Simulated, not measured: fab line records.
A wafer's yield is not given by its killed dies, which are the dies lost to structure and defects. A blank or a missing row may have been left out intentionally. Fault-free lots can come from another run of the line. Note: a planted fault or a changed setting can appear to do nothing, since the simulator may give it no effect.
Problem report, 8D (eight disciplines) form, completed by code | flow n5Finfet | the parts of the form that need people (team, actions taken, sign-off) are left out

== 1. THE ISSUE ==
On 2 wafers of 1 lot, susceptorTempC at N5_MOL_CONTACT_COAG_PECVD_31 has a mean of 404.54 C; fault-free wafers read 399.98 C, standard deviation 0.21. Measured from the usual mean, that is +22 standard deviations.
The step: deposits SiO2 from TEOS/O2, target thk 46 nm, time 8.9 s.
The first sign was on wafer L835.1 at day 6 22:30, on pecvd-04. At this step, 27 wafers from 9 lots have a number in the record. The rule behind "out" and "out of limits": a value lying over 4 standard deviations away from the usual mean. All remaining wafers that have a number are taken as sound.

== 2. WHAT IT IS, AND WHAT IT ISN'T ==
question                    | is               | is not
which readings at this step | susceptorTempC   | -
which lots                  | L835             | L839, L840, L844, L845, L848, L849, L850, L851
which wafers of those lots  | L835.1, L835.6   | L835.4
read on which tools         | pecvd-04         | pecvd-01, pecvd-03
when                        | from day 6 22:30 | up to then (1 sound wafer); but 24 sound wafers of L839, L840, L844, L845, L848, L849, L850, L851 came after

== 3. WHAT RULES OUT EACH SUSPECT ==
Counting: any tool at a process step up to the reading remains a suspect provided it ran every lot that is out. Sound lots after the first of them don't rule it out here, since some wafers of a struck lot are sound.
- rieDiel-01 at N5_MOL_CONTACT_COAG_ETCH_59 (etches underlayer in N2/H2, target depth 13 nm, time 10.4 s): kept. It ran the lot that is out, L835 (day 6 11:15).
- pecvd-04 at N5_MOL_CONTACT_COAG_PECVD_31 (deposits SiO2 from TEOS/O2, target thk 46 nm, time 8.9 s): kept. It ran the lot that is out, L835 (day 6 22:30). On those wafers its own readings are out: susceptorTempC.
- Within rieDiel-01 at N5_MOL_CONTACT_COAG_ETCH_59: the wafers that are out ran in chambers 0, 2; their sound lot-mates ran in chamber 3.
- At N5_MOL_CONTACT_COAG_PECVD_31 on pecvd-04, chamber 0 took the sound wafers of the same lots and chamber 1 took the wafers that are out.
The count leaves pecvd-04 at N5_MOL_CONTACT_COAG_PECVD_31 and rieDiel-01 at N5_MOL_CONTACT_COAG_ETCH_59.

== 4. THE CAUSE (what the simulator had put in) ==
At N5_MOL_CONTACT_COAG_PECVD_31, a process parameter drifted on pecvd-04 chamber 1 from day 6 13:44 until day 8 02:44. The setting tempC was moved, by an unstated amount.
After counting, 2 suspects remain, this tool included.

== 5. SEQUENCE OF EFFECTS, ordered by route ==
Each row: a reading where the mean over the struck wafers with a number is more than 3 standard deviations away from the usual. Only readings for which the record gives a usual standard deviation are gone through. hours: the time from each lot's start at the first step in this table that gives one to its start at this step, as a median over the lots. sigmas: the change in usual standard deviations.
hours | step                         | reading        | usual    | on struck wafers | change | sigmas
0     | N5_MOL_CONTACT_COAG_PECVD_31 | susceptorTempC | 399.98 C | 404.54           | +4.56  | +22
Here are the process steps it includes:
- N5_MOL_CONTACT_COAG_PECVD_31: deposits SiO2 from TEOS/O2, target thk 46 nm, time 8.9 s.
Later measuring or inspecting steps at which every struck wafer that the step has a row for has a number for every such reading, and none has moved that far: N5_MOL_CONTACT_COAG_OVL_MEAS_85, N5_BEOL_M4_RC_MEAS_101.

== 6. WHAT WOULD HAVE CAUGHT IT SOONER ==
9 hours passed between the start of the fault at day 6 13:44 and the first reading out of limits in this record, taken at day 6 22:30.
